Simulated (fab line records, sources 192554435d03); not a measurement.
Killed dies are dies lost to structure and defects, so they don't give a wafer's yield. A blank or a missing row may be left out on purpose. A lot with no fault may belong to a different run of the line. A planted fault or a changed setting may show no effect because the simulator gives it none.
Chamber matching	flow n5Finfet	aldMetal-02 running N5_BEOL_M1_ALD_84: 4 sister chambers
The step deposits TaN, pulse time 2 s, purge time 3 s, co reactant purge time 2 s. 27 wafers are shown with their chamber, then 12 later ones without.

WAFERS PAIRED WITH THEIR CHAMBERS
wafer	chamber	heaterPowerW (W)	precursorVesselCarrierSccm (sccm)
L075.3	0	427	999.4
L075.5	3	416	993.4
L075.6	2	470	996.0
L076.1	2	469	1000.4
L076.4	3	422	997.3
L076.5	1	442	1006.0
L077.1	2	447	999.5
L077.4	0	430	1000.2
L077.5	2	454	996.3
L079.1	0	431	1001.9
L079.4	1	422	998.6
L079.6	1	425	997.8
L081.2	2	462	1004.5
L081.3	0	440	1001.9
L081.4	3	419	1000.2
L082.2	2	458	999.4
L082.4	0	430	998.9
L082.5	3	405	1000.7
L084.1	1	437	1001.0
L084.4	2	464	1000.0
L084.6	0	429	997.4
L087.1	2	461	1006.3
L087.2	0	424	1005.9
L087.4	3	412	999.1
L089.1	1	446	997.8
L089.2	0	434	1001.8
L089.6	0	419	1004.9

SIGNATURES (means of the wafers above)
reading	chamber 0	chamber 1	chamber 2	chamber 3	scatter within a chamber
heaterPowerW	429.33	434.40	460.62	414.80	7.53
precursorVesselCarrierSccm	1001.367	1000.240	1000.300	998.140	3.19
Rule: distance of a wafer from a chamber = root of the sum over the readings of ((wafer's reading minus chamber's mean) / reading's scatter) squared. If the next closest chamber is less than 2 further off than the closest, the wafer can't be placed; otherwise it belongs to the closest. The scatter: take each reading less its chamber's mean, square it, sum over the shown wafers, divide by the number of wafers less the number of chambers, and take the root.

WAFERS WHOSE CHAMBER IS MISSING
wafer	heaterPowerW (W)	precursorVesselCarrierSccm (sccm)
L090.1	449	1004.0
L090.3	411	996.0
L090.5	439	1003.3
L094.4	406	995.5
L094.5	454	999.3
L094.6	415	997.0
L095.2	434	1004.8
L095.4	421	998.2
L095.5	431	1003.4
L097.1	453	1001.0
L097.4	403	999.5
L097.6	463	1006.4

WHICH CHAMBER EACH ONE RAN IN
wafer	from the rows above	in truth
L090.1	can't be placed: 2 or 1 or 0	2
L090.3	3	3
L090.5	can't be placed: 1 or 0 or 2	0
L094.4	3	3
L094.5	can't be placed: 2 or 1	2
L094.6	can't be placed: 3 or 0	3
L095.2	can't be placed: 0 or 1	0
L095.4	can't be placed: 3 or 0 or 1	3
L095.5	can't be placed: 0 or 1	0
L097.1	can't be placed: 2 or 1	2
L097.4	can't be placed: 3 or 0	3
L097.6	2	2
3 of 12 placed correctly. These rows do not allow placing 9 (true chamber among the candidates in 9). Placed wrongly: 0.
